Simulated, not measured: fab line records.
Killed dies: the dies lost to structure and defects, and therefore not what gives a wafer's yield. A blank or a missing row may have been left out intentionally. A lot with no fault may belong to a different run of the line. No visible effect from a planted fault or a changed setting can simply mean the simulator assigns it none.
Chamber matching    flow nand-harc    4 sister chambers for NHARC_A_CHANNEL_FILL_D2_ALD_16 on ald-hk-02
The step deposits SiO2, target thk 1.5 nm, pulse time 10 s, ald cycles 15. 16 wafers are shown with their chamber, then 8 later ones without.

WAFERS, EACH WITH ITS CHAMBER
wafer   chamber  heater-power-w (W)  precursor-pulse-height-rel
L209.2  3        507                 1.015
L209.4  1        423                 1.013
L209.5  1        414                 0.989
L210.1  1        424                 0.969
L210.3  2        411                 1.013
L210.6  2        407                 0.993
L212.1  3        530                 0.975
L212.2  1        420                 1.012
L212.4  2        383                 0.994
L216.2  1        415                 0.983
L216.3  2        394                 1.002
L216.6  3        527                 1.026
L217.2  0        450                 0.979
L217.4  1        425                 0.995
L217.5  1        427                 0.975
L219.1  2        398                 0.976

SIGNATURES (averages over the wafers above)
reading                     chamber 0  chamber 1  chamber 2  chamber 3  scatter within a chamber
heater-power-w              450.00     421.14     398.60     521.33     8.91
precursor-pulse-height-rel  0.97900    0.99086    0.99560    1.00533    0.0181
Rule: a wafer lies at a distance from a chamber equal to the root of the sum of squares, over the readings, of (its reading less the chamber's mean, divided by the reading's scatter). The wafer belongs to the nearest chamber; if the next one is less than 2 further off, it can't be placed. How the scatter is found: for the shown wafers, subtract from each reading the mean of its chamber, square and add these, divide the total by (wafers less chambers), then take the root.

WAFERS WITH NO CHAMBER GIVEN
wafer   heater-power-w (W)  precursor-pulse-height-rel
L219.5  393                 0.990
L219.6  519                 0.990
L224.1  536                 1.004
L224.3  432                 0.995
L224.5  442                 1.011
L225.1  531                 0.996
L225.2  445                 0.988
L225.4  429                 0.977

WHICH CHAMBER EACH WENT THROUGH
wafer   from the rows above      in truth
L219.5  2                        2
L219.6  3                        3
L224.1  3                        3
L224.3  can't be placed: 1 or 0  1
L224.5  can't be placed: 0 or 1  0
L225.1  3                        3
L225.2  can't be placed: 0 or 1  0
L225.4  can't be placed: 1 or 0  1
Correctly placed: 4 of 8. Unplaceable from these rows: 4, with the true chamber sitting among the candidates in 4. Number placed wrongly: 0.
